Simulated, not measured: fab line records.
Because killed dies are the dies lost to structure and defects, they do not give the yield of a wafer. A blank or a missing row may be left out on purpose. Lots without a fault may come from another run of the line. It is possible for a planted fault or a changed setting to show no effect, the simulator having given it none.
Matching of chambers | flow nand_harc | 4 sister chambers for NHARC_A_STAIRCASE_ETCHBACK_157 on rie_diel-04
The step etches the open film in CH3F/O2, target depth 90 nm, time 167.14 s. 8 wafers are shown with their chamber, then 9 later ones without.

== WAFERS WITH THEIR CHAMBER ==
wafer  | chamber | drypump_motor_current_A (A) | showerhead_plenum_p_Torr (Torr)
L077.6 | 0       | 5.5                         | 2.47
L086.2 | 0       | 5.5                         | 2.46
L086.5 | 3       | 6.2                         | 2.62
L087.5 | 2       | 5.5                         | 2.36
L087.6 | 3       | 6.2                         | 2.61
L089.1 | 2       | 5.6                         | 2.36
L089.4 | 1       | 6.1                         | 2.33
L089.6 | 1       | 6.1                         | 2.33

== WAFERS WITHOUT THEIR CHAMBER ==
wafer  | drypump_motor_current_A (A) | showerhead_plenum_p_Torr (Torr)
L091.2 | 5.6                         | 2.36
L091.5 | 5.6                         | 2.35
L091.6 | 6.1                         | 2.33
L094.1 | 5.5                         | 2.35
L094.5 | 5.5                         | 2.45
L094.6 | 6.2                         | 2.61
L095.1 | 5.6                         | 2.35
L095.2 | 5.5                         | 2.45
L095.3 | 6.1                         | 2.33

== EACH ONE'S CHAMBER ==
wafer  | from the rows above | in truth
L091.2 | 2                   | 2
L091.5 | 2                   | 2
L091.6 | 1                   | 1
L094.1 | 2                   | 2
L094.5 | 0                   | 0
L094.6 | 3                   | 3
L095.1 | 2                   | 2
L095.2 | 0                   | 0
L095.3 | 1                   | 1
Correctly placed: 9 of 9. Not placeable from these rows: 0. 0 placed wrongly.
How it was worked out, from the rows above alone: a wafer's distance from a chamber is the root of the sum, over the readings, of the square of ((its reading less the chamber's mean) divided by the reading's scatter). If the next closest chamber is less than 2 further off than the closest, the wafer can't be placed; otherwise it belongs to the closest. The mean given for a chamber averages the wafers shown for that chamber. The scatter is the square root of a quotient: the sum, over the shown wafers, of each reading's squared deviation from its chamber's mean, divided by wafers minus chambers.
